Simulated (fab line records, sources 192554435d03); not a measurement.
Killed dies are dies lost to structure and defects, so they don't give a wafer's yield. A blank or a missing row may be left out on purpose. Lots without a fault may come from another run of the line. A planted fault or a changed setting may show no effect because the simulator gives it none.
A struck lot beside a sound one | flow n5_finfet | 14 steps out of a route of 1938
Sound: wafers L388.2, L388.4, L388.5. Struck: wafers L392.3, L392.5, L392.6. The cause comes at the end.
At each step with rows: each side's tool, then ch and its chambers, then its first start. Under that, the readings that differ: sound wafers | struck wafers | difference of the means | sigmas: that difference in standard deviations of wafers without a fault.
alike: readings whose means differ by less than 2 such deviations, and words and numbers that are the same on both sides. not compared: withheld readings, readings that some wafer has no value for, bounds like >300 that may hide the same value, and numbers for which the record gives no deviation and whose values overlap.
The two part at a step that has a row with sigmas, a row that says differs or no value, or rows on one side only. Numbers that don't overlap but have no deviation are shown without sigmas and don't part them. A reading that every wafer of one side lacks parts them only if that side has two wafers or more.

first, 1 step without rows for these wafers: N5_STI_FIN_REVEAL_SRD_21 (time 30 s).
N5_STI_FIN_REVEAL_OXIDATION_33: chemistry O2 PLASMA REMOTE, time 20 s.
  sound on plasma_asher-02 ch 0,1, day 2 19:26; struck on plasma_asher-02 ch 0,1, day 3 19:38
  alike: drypump_motor_current_A, heater_power_w
  not compared: rf_hours_counter_h
then, 2 steps without rows for these wafers: N5_STI_FIN_REVEAL_CLEAN_19 (cleans in O3/DIW, time 120 s); N5_STI_FIN_REVEAL_SRD_23 (time 30 s).
N5_STI_FIN_REVEAL_CD_MEAS_22: target cd 6.238 nm, pitch 28 nm.
  sound on cd_sem-03, day 2 19:36; struck on cd_sem-02, day 3 19:47
  alike: cd_nm
N5_STI_FIN_REVEAL_FIN_H_MEAS_10:
  sound on ocd-01, day 2 19:38; struck on ocd-02, day 3 19:49
  alike: trench_depth_nm
then, 2 steps without rows for these wafers: N5_STI_FIN_REVEAL_PRECLEAN_18 (cleans in SC2, time 45 s); N5_STI_FIN_REVEAL_SRD_28 (time 30 s).
N5_STI_FIN_REVEAL_INSPECT_13: inspects for defects (darkfield).
  sound on defect_inspect-01, day 2 19:43; struck on defect_inspect-02, day 3 19:55
  alike: raw_defect_count
then, 2 steps without rows for these wafers: N5_DUMMY_GATE_PRECLEAN_00 (cleans in O3/DIW, time 60 s); N5_DUMMY_GATE_SRD_01 (time 30 s).
N5_DUMMY_GATE_ALD_02: deposits SiO2, target thk 2 nm, pulse time 1 s.
  sound on ald_sin-02 ch 0,2,3, day 2 19:51; struck on ald_sin-02 ch 1,2, day 3 20:00
  alike: heater_power_w, precursor_pulse_height_rel
  not compared: since_wet_clean_h
N5_DUMMY_GATE_CVD_03: deposits a-Si from SiH4, target thk 150 nm, time 8042 s.
  sound on lpcvd-02 ch 1/70,1/79,1/84, day 2 19:58; struck on lpcvd-02 ch 1/75,1/84,1/89, day 3 20:07
  reading                                     | sound             | struck          | difference | sigmas
  model.a-Si_of_DUMMY_GATE_CVD_03.thk_nm (nm) | 149.6 148.8 148.6 | 155.6 154.6 154 | +5.7       |
  alike: spike_tc_top_C, spike_tc_upper_C
then, 1 step without rows for these wafers: N5_DUMMY_GATE_PRECLEAN_46 (cleans in DIW, time 89.5 s).

WHERE THEY PART
Nowhere in this record.

WHY: what the simulator had put in
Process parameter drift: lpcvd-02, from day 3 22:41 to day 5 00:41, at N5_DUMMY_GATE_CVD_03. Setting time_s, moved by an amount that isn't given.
